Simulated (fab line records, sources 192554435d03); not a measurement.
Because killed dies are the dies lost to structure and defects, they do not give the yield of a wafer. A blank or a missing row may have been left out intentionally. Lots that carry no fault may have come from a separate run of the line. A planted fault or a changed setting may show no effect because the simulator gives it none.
Matching of chambers + flow n5-finfet + N5_BEOL_M0_SAQP_ILD_DEP_01 on pecvd-03: 3 sister chambers
The step deposits SiOC from DEMS/O2, target thk 45.419 nm, time 8.7 s. 14 wafers are shown with their chamber, then 7 later ones without.

## WAFERS PAIRED WITH THEIR CHAMBERS
| wafer  | chamber | throttle-valve-pct (%) | heater-power-w (W) | chamber-pressure-Torr (Torr) |
|--------|---------|------------------------|--------------------|------------------------------|
| L081.3 | 0       | 11.7                   | 445                | 4.980                        |
| L081.4 | 2       | 12.7                   | 469                | 4.998                        |
| L081.5 | 0       | 11.8                   | 473                | 4.983                        |
| L082.2 | 1       | 12.6                   | 568                | 4.997                        |
| L082.3 | 2       | 12.7                   | 465                | 4.993                        |
| L082.5 | 0       | 11.9                   | 504                | 4.996                        |
| L084.1 | 1       | 12.2                   | 634                | 5.012                        |
| L084.3 | 0       | 11.8                   | 533                | 5.006                        |
| L084.6 | 0       | 11.5                   | 538                | 4.998                        |
| L089.1 | 1       | 12.3                   | 540                | 5.006                        |
| L089.3 | 2       | 12.4                   | 418                | 5.007                        |
| L089.4 | 2       | 12.4                   | 422                | 5.016                        |
| L092.2 | 0       | 11.9                   | 523                | 5.007                        |
| L092.5 | 1       | 12.2                   | 627                | 5.001                        |

SIGNATURES, as means of the wafers listed above
| reading               | chamber 0 | chamber 1 | chamber 2 | scatter within a chamber |
|-----------------------|-----------|-----------|-----------|--------------------------|
| throttle-valve-pct    | 11.767    | 12.325    | 12.550    | 0.168                    |
| heater-power-w        | 502.67    | 592.25    | 443.50    | 37.3                     |
| chamber-pressure-Torr | 4.99500   | 5.00400   | 5.00350   | 0.0099                   |
Rule: a wafer lies at a distance from a chamber equal to the root of the sum of squares, over the readings, of (its reading less the chamber's mean, divided by the reading's scatter). The wafer belongs to the nearest chamber; if the next one is less than 2 further off, it can't be placed. The scatter: take each reading less its chamber's mean, square it, sum over the shown wafers, divide by the number of wafers less the number of chambers, and take the root.

## WAFERS WITH NO CHAMBER GIVEN
| wafer  | throttle-valve-pct (%) | heater-power-w (W) | chamber-pressure-Torr (Torr) |
|--------|------------------------|--------------------|------------------------------|
| L092.6 | 11.3                   | 523                | 5.025                        |
| L094.1 | 12.4                   | 650                | 4.984                        |
| L094.5 | 11.8                   | 509                | 5.003                        |
| L094.6 | 12.6                   | 526                | 5.008                        |
| L097.1 | 12.3                   | 567                | 5.002                        |
| L097.2 | 11.8                   | 413                | 4.997                        |
| L097.3 | 11.6                   | 502                | 4.987                        |

## WHICH CHAMBER EACH ONE RAN IN
| wafer  | from the rows above     | in truth                   |
|--------|-------------------------|----------------------------|
| L092.6 | 0                       | 0                          |
| L094.1 | 1                       | 1                          |
| L094.5 | 0                       | 0                          |
| L094.6 | can't be placed: 2 or 1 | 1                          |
| L097.1 | 1                       | 1                          |
| L097.2 | 0                       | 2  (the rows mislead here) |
| L097.3 | 0                       | 0                          |
Placed correctly: 5 of 7. Cannot be placed on the basis of these rows: 1; the candidates contain the true chamber in 1. Number placed wrongly: 1.
